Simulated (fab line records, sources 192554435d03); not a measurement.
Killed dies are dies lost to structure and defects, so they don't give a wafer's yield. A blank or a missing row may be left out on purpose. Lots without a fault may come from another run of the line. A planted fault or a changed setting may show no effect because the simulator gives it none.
Which tool did it? | flow n5_finfet | 11 lots, 32 wafers sampled, at 5 steps of a route of 1938

WHAT THE GAUGES READ, wafer by wafer
N5_BEOL_M4_RC_MEAS_101.
lot  | measured     | on        | DIBL_N (mV/V)
L983 | day 8 14:15  | prober-02 | 37.4 37.7 38.5
L985 | day 9 04:11  | prober-02 | 34.8 33.5 35.7
L987 | day 9 12:47  | prober-02 | 35.1 37.5 36.2
L990 | day 10 11:07 | prober-02 | 34.3 30.9 33.7
L991 | day 10 13:55 | prober-01 | 38.7 35.9 34.5
L996 | day 11 16:36 | prober-02 | 34.4 29.6 33.6
L997 | day 12 12:14 | prober-01 | 31.3 36.8 31.7
L999 | day 12 12:53 | prober-02 | 39.2 34.4 37.5
L100 | day 12 18:19 | prober-01 | 31.2 35.9 32.0
L101 | day 12 19:49 | prober-02 | 33.8 37.8 33.6
L103 | day 13 23:25 | prober-01 | 34.6 33.8

WHICH TOOL RAN EACH LOT (tool, then ch and the chambers of the sampled wafers, then the start)
lot  | N5_BEOL_M1_ANNEAL_80         | N5_BEOL_M1_SPUTTER_88        | N5_BEOL_M1_SPUTTER_94        | N5_BEOL_M1_CO_CAP_55
L983 | pvd_sputter-01, day 7 03:37  | pvd_sputter-01, day 7 04:11  | pvd_sputter-01, day 7 04:51  | cvd_co-01 ch 0,1,2, day 7 05:56
L985 | pvd_sputter-02, day 7 20:01  | pvd_sputter-02, day 7 20:36  | pvd_sputter-02, day 7 21:16  | cvd_co-02 ch 0,1,2, day 7 22:23
L987 | pvd_sputter-02, day 7 21:54  | pvd_sputter-02, day 7 22:29  | pvd_sputter-02, day 7 23:08  | cvd_co-01 ch 0,1,2, day 8 00:20
L990 | pvd_sputter-01, day 8 22:55  | pvd_sputter-01, day 8 23:30  | pvd_sputter-01, day 9 00:10  | cvd_co-02 ch 0,1,2, day 9 01:17
L991 | pvd_sputter-02, day 9 04:47  | pvd_sputter-02, day 9 05:22  | pvd_sputter-02, day 9 06:02  | cvd_co-01 ch 0,1,2, day 9 07:07
L996 | pvd_sputter-01, day 10 06:10 | pvd_sputter-01, day 10 06:45 | pvd_sputter-01, day 10 07:25 | cvd_co-02 ch 0,1, day 10 08:30
L997 | pvd_sputter-01, day 10 13:55 | pvd_sputter-01, day 10 14:29 | pvd_sputter-01, day 10 15:09 | cvd_co-02 ch 0,2, day 10 16:14
L999 | pvd_sputter-01, day 11 01:11 | pvd_sputter-01, day 11 01:46 | pvd_sputter-01, day 11 02:26 | cvd_co-02 ch 0,1,2, day 11 03:32
L100 | pvd_sputter-02, day 11 10:19 | pvd_sputter-02, day 11 10:54 | pvd_sputter-02, day 11 11:34 | cvd_co-01 ch 0,1,2, day 11 12:44
L101 | pvd_sputter-01, day 11 11:34 | pvd_sputter-01, day 11 12:08 | pvd_sputter-01, day 11 12:48 | cvd_co-02 ch 0,2, day 11 13:53
L103 | pvd_sputter-01, day 12 11:13 | pvd_sputter-01, day 12 11:47 | pvd_sputter-01, day 12 12:27 | cvd_co-02 ch 2, day 12 14:11
- N5_BEOL_M1_ANNEAL_80: time 240 s.
- N5_BEOL_M1_SPUTTER_88: material Cu, target thk 4.5 nm, time 8.29 s.
- N5_BEOL_M1_SPUTTER_94: material Cu, target thk 4.5 nm, time 8.29 s.
- N5_BEOL_M1_CO_CAP_55: material Co, precursor CCTBA/H2, target thk 2 nm, time 102.1 s.

THE ANSWER, worked out from the rows above alone
Rule: what is usual is taken from the lots themselves. Put in order of their means at a reading, lots are off if they are a third of the lots or fewer, leave a main group of 4 or more, and stand apart from it by a gap of 3 or more times the standard deviation of the main group's means; of several such gaps the widest counts. A main group whose means are all the same, to the digits that the tables above print for the reading, isn't used. A lot without any number at a reading at which 4 lots or more have one is off too. The other lots that the step has rows for count as sound.
No lot is off at any reading shown: from this, nothing can be told.

WHAT THE SIMULATOR HAD PUT IN
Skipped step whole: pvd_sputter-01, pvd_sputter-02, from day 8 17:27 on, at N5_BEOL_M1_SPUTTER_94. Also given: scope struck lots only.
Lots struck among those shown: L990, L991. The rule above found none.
